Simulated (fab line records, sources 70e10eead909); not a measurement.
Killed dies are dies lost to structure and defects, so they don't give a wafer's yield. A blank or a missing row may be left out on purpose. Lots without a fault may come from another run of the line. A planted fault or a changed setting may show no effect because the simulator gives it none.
A struck lot beside a sound one | flow nand_harc | 39 steps out of a route of 1302
Sound: wafers L461.4, L461.5, L461.6. Struck: wafers L465.2, L465.4, L465.6. The cause comes at the end.
At each step with rows: each side's tool, then ch and its chambers, then its first start. Under that, the readings that differ: sound wafers | struck wafers | difference of the means | sigmas: that difference in standard deviations of wafers without a fault.
alike: readings whose means differ by less than 2 such deviations, and words and numbers that are the same on both sides. not compared: withheld readings, readings that some wafer has no value for, bounds like >300 that may hide the same value, and numbers for which the record gives no deviation and whose values overlap.
The two part at a step that has a row with sigmas, a row that says differs or no value, or rows on one side only. Numbers that don't overlap but have no deviation are shown without sigmas and don't part them. A reading that every wafer of one side lacks parts them only if that side has two wafers or more.

first, 6 steps without rows for these wafers: NHARC_A_WL_FILL_PRECLEAN_30 (cleans in dHF, time 10 s); NHARC_A_WL_FILL_SRD_14; NHARC_A_WL_FILL_ALD_19 (deposits TiN, target thk 2 nm, pulse time 3 s, ald cycles 100); NHARC_A_WL_FILL_CVD_20 (deposits W, target thk 100 nm, time 74 s); NHARC_A_WL_FILL_CMP_12 (polishes, t overpolish 30 s, target thk 100 nm); NHARC_A_WL_FILL_SRD_31.
NHARC_A_WL_FILL_INSPECT_15:
  sound on defect_inspect-02, day 21 17:59; struck on defect_inspect-01, day 23 06:05
  alike: raw_defect_count
then, 1 step without rows for these wafers: NHARC_A_CONTACT_DEP_24 (deposits SiO2, target thk 500 nm).
NHARC_A_CONTACT_DEP_28: deposits aC, target thk 7000 nm.
  sound on acl_dep-03 ch 0, day 22 01:44; struck on acl_dep-03 ch 0, day 23 07:40
  reading              | sound | struck               | difference                   | sigmas
  susceptor_temp_C (C) | - - - | 400.14 400.06 400.24 | no value on the sound wafers |
  alike: throttle_valve_pct
NHARC_A_CONTACT_DEP_29: deposits SiON, target thk 100 nm.
  sound on pecvd-02 ch 0,1,2, day 22 03:56; struck on pecvd-01 ch 0,1, day 23 11:17
  alike: heater_power_w, showerhead_vpp_V, susceptor_temp_C
then, 10 steps without rows for these wafers: NHARC_A_CONTACT_DEHYDRATE_32 (time 120 s); NHARC_A_CONTACT_HMDS_33 (time 30 s); NHARC_A_CONTACT_COAT_34 (time 75 s); NHARC_A_CONTACT_COAT_35 (time 65 s); NHARC_A_CONTACT_COAT_36 (resist thk 90 nm); NHARC_A_CONTACT_SOFTBAKE_37 (time 55 s); NHARC_A_CONTACT_EBR_38; NHARC_A_CONTACT_EXPOSE_39 (exposes mask A CC 3); NHARC_A_CONTACT_PEB_40 (peb time 65 s); NHARC_A_CONTACT_DEVELOP_41 (develop time 35 s).
NHARC_A_CONTACT_CD_MEAS_42: target cd 300 nm.
  sound on cd_sem-01 ch 0, day 22 04:27; struck on cd_sem-01 ch 0, day 23 11:58
  alike: cd_nm
NHARC_A_CONTACT_OVL_MEAS_43:
  sound on overlay-01, day 22 04:32; struck on overlay-02, day 23 12:03
  reading           | sound          | struck       | difference | sigmas
  overlay_x_nm (nm) | -1.8 -1.8 -1.6 | 0.4 -0.1 0.0 | +1.8       | +2
  alike: overlay_y_nm
NHARC_A_CONTACT_INSPECT_44:
  sound on defect_inspect-01, day 22 04:34; struck on defect_inspect-02, day 23 12:05
  alike: raw_defect_count
then, 6 steps without rows for these wafers: NHARC_A_CONTACT_DESCUM_47 (chemistry O2, time 3 s); NHARC_A_CONTACT_ETCH_48 (etches the open film in CF4, target depth 39 nm, time 65 s); NHARC_A_CONTACT_ETCH_49 (etches the open film in N2/H2, target depth 260 nm, time 475.3 s); NHARC_A_CONTACT_ETCH_50 (etches the open film in CF4/CHF3, target depth 121 nm, time 60.5 s); NHARC_A_CONTACT_ETCH_51 (etches the open film in O2/COS, target depth 7000 nm, time 1820 s); NHARC_A_CONTACT_ETCH_111 (etches the open film in C4F8/O2/Ar, time 140 s, target depth 700 nm).
NHARC_A_CONTACT_ETCH_112: etches the open film in C4F8/O2/Ar, time 190 s, target depth 1850 nm.
  sound on har_cap_etch-03 ch 0,1, day 22 06:45; struck on har_cap_etch-02 ch 0,1, day 23 14:34
  not compared: rf_hours_counter_h
then, 3 steps without rows for these wafers: NHARC_A_CONTACT_ETCH_113 (etches the open film in C4F8/O2/Ar, time 190 s, target depth 1850 nm); NHARC_A_CONTACT_ETCH_114 (etches the open film in C4F8/O2/Ar, time 190 s, target depth 1850 nm); NHARC_A_CONTACT_ETCH_115 (etches the open film in C4F8/O2/Ar, time 190 s, target depth 1850 nm).
NHARC_A_CONTACT_ETCH_116: etches the open film in C4F8/O2/Ar, time 190 s, target depth 1850 nm.
  sound on har_cap_etch-03 ch 0,1, day 22 07:26; struck on har_cap_etch-02 ch 0,1, day 23 15:15
  not compared: rf_hours_counter_h
NHARC_A_CONTACT_ETCH_117: etches the open film in C4F8/O2/Ar, time 190 s, target depth 1850 nm.
  sound on har_cap_etch-03 ch 0,1, day 22 07:36; struck on har_cap_etch-02 ch 0,1, day 23 15:25
  not compared: rf_hours_counter_h
then, 1 step without rows for these wafers: NHARC_A_CONTACT_ETCH_118 (etches the open film in C4F8/O2/Ar, time 190 s, target depth 1850 nm).
NHARC_A_CONTACT_ETCH_119: etches the open film in C4F8/O2/Ar, time 190 s, target depth 1850 nm.
  sound on har_cap_etch-03 ch 0,1, day 22 07:57; struck on har_cap_etch-02 ch 0,1, day 23 15:46
  not compared: rf_hours_counter_h
then, 1 step without rows for these wafers: NHARC_A_CONTACT_ETCH_120 (etches the open film in C4F8/O2/Ar, time 190 s, target depth 1850 nm).
-- the record jumps here: 3 days lie between the struck wafers' starts before and after (it left off in module A_CONTACT and takes up again in module END, whose first step shown is number 1302 of the route) --
NHARC_END_SORT_01:
  sound on prober-01 ch 0, day 25 03:29; struck on prober-02 ch 0, day 26 06:42
  reading         | sound    | struck                                                               | difference                   | sigmas
  hold            | - - -    | await_dispo/1.6h/scrap await_dispo/1.6h/scrap await_dispo/1.6h/scrap | no value on the sound wafers |
  killed_at_array | 25 30 19 | 676 672 675                                                          | +650                         | +34
  killed_dies     | 27 35 25 | 677 677 677                                                          | +648                         | +34
  alike: killed_at_other, killed_at_periphery, killed_open, killed_short

WHERE THEY PART
First at NHARC_A_CONTACT_DEP_28; last, within this record, at NHARC_END_SORT_01.

WHY: what the simulator had put in
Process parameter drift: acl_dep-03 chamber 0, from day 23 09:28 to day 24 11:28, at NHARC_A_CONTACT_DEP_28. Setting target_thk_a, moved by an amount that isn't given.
